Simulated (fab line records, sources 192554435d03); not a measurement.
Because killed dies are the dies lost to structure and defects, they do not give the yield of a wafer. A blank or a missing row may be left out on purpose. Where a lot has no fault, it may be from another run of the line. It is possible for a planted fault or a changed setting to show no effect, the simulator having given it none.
Split-lot experiment | flow n5Finfet | route with 1938 steps; 7 lots, 21 wafers read

THE SPLIT
At N5_SD_EPI_N_DESCUM_14 (chemistry O2, time 7.9 s), the setting timeS was moved away from the recipe's 7.9 s on 7 of the 21 wafers read, by -13.8% to +21.6%. All remaining wafers had this setting at the recipe value.

Split to reading: the file shows no intervening step.

THE READING
CAR-ArF-block_of_SD_EPI_N_COAT_03.thkNm (the simulator's own value, which no gauge read), in nm, at N5_SD_EPI_N_ETCH_34 (etches SiARC in CF4, target depth 45.5 nm, time 75.8 s). No usual value for it is given in the file. Average 111.1 nm, standard deviation 0.38 nm, over the 14 wafers here run with the recipe.

wafer  | tool, chamber at the split | timeS as run, s | against the recipe | CAR-ArF-block_of_SD_EPI_N_COAT_03.thkNm, nm | against lot-mates on the recipe
L074.3 | rieDiel-02, 3              | 7.9             | recipe             | 111.2                                       | -
L074.6 | rieDiel-02, 0              | 7.9             | recipe             | 111.2                                       | -
L074.5 | rieDiel-02, 1              | 8.463           | +7.1%              | 111.2                                       | +0.0
L078.2 | rieDiel-04, 0              | 7.9             | recipe             | 111                                         | -
L078.5 | rieDiel-04, 0              | 7.9             | recipe             | 111                                         | -
L078.6 | rieDiel-04, 3              | 7.9             | recipe             | 111.4                                       | -
L079.1 | rieDiel-04, 2              | 7.9             | recipe             | 111.6                                       | -
L079.2 | rieDiel-04, 3              | 9.028           | +14.3%             | 110.6                                       | -1.2
L079.3 | rieDiel-04, 1              | 7.9             | recipe             | 112                                         | -
L085.1 | rieDiel-02, 2              | 7.9             | recipe             | 110.6                                       | -
L085.3 | rieDiel-02, 1              | 7.9             | recipe             | 110.4                                       | -
L085.6 | rieDiel-02, 2              | 9.299           | +17.7%             | 109.6                                       | -0.9
L094.4 | rieDiel-04, 3              | 6.81            | -13.8%             | 111.8                                       | +1.0
L094.5 | rieDiel-04, 2              | 6.81            | -13.8%             | 112                                         | +1.2
L094.6 | rieDiel-04, 3              | 7.9             | recipe             | 110.8                                       | -
L096.2 | rieDiel-01, 2              | 9.605           | +21.6%             | 110                                         | -1.2
L096.3 | rieDiel-01, 3              | 7.9             | recipe             | 111.2                                       | -
L096.6 | rieDiel-01, 3              | 9.605           | +21.6%             | 110.2                                       | -1.0
L097.2 | rieDiel-01, 0              | 7.9             | recipe             | 111                                         | -
L097.4 | rieDiel-01, 1              | 7.9             | recipe             | 111                                         | -
L097.3 | rieDiel-01, 2              | 7.9             | recipe             | 111.2                                       | -

FIT RESULTS
A straight line over all 21 wafers: CAR-ArF-block_of_SD_EPI_N_COAT_03.thkNm changes by -0.0534 nm for each +1% of timeS; r = -0.80; the points scatter about the line by 0.38 nm.
The same after taking each lot's own level away (the mean of its wafers on the recipe; 21 wafers): -0.0607 nm for each +1%; r = -0.95; scatter 0.2 nm.
According to that fit, moving timeS by its largest amount changes the reading by 1.3 nm.
From 110.50 to 111.80 nm: that is the span of the lots' own levels, equal to 3.4 times the standard deviation above.
So the lot-to-lot level changes the slope: the two fits differ.
Check: for one of the wafers moved furthest among these (+21.6%), held out of the fit, the line's prediction against its lot-mates is -1.27 nm. Against them it came out at -1.2 nm.

FURTHER SPLITS ON THESE WAFERS
These wafers also went through other splits before the reading. Each is held against what the fit with the lots' levels taken away leaves over:
other split on the same wafers | wafers away from the commonest value | r with CAR-ArF-block_of_SD_EPI_N_COAT_03.thkNm (lot level and that fit taken away)
N5_WELL_APT_COAT_02 spinRpm    | 8                                    | +0.22
N5_FIN_SAQP_PECVD_47 timeS     | 9                                    | -0.25
N5_FIN_SAQP_PECVD_06 timeS     | 6                                    | -0.04
N5_FIN_SAQP_ETCH_65 timeS      | 1                                    | +0.30

THE WHOLE CHAIN: every reading that the file lists as answering this split, in the file's order
step                  | what it does                                           | reading                                                                                  | change (the file's fit)                | r (the file's)
N5_SD_EPI_N_DESCUM_14 | chemistry O2, time 7.9 s                               | CAR-ArF-block_of_SD_EPI_N_COAT_03.thkNm (the simulator's own value, which no gauge read) | -0.0518 nm for each +1% of the setting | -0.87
N5_SD_EPI_N_ETCH_34   | etches SiARC in CF4, target depth 45.5 nm, time 75.8 s | CAR-ArF-block_of_SD_EPI_N_COAT_03.thkNm (the simulator's own value, which no gauge read) | -0.0588 nm for each +1% of the setting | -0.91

FILE'S OWN FIT
CAR-ArF-block_of_SD_EPI_N_COAT_03.thkNm changes by -0.0588 nm for each +1% of timeS, r = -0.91.
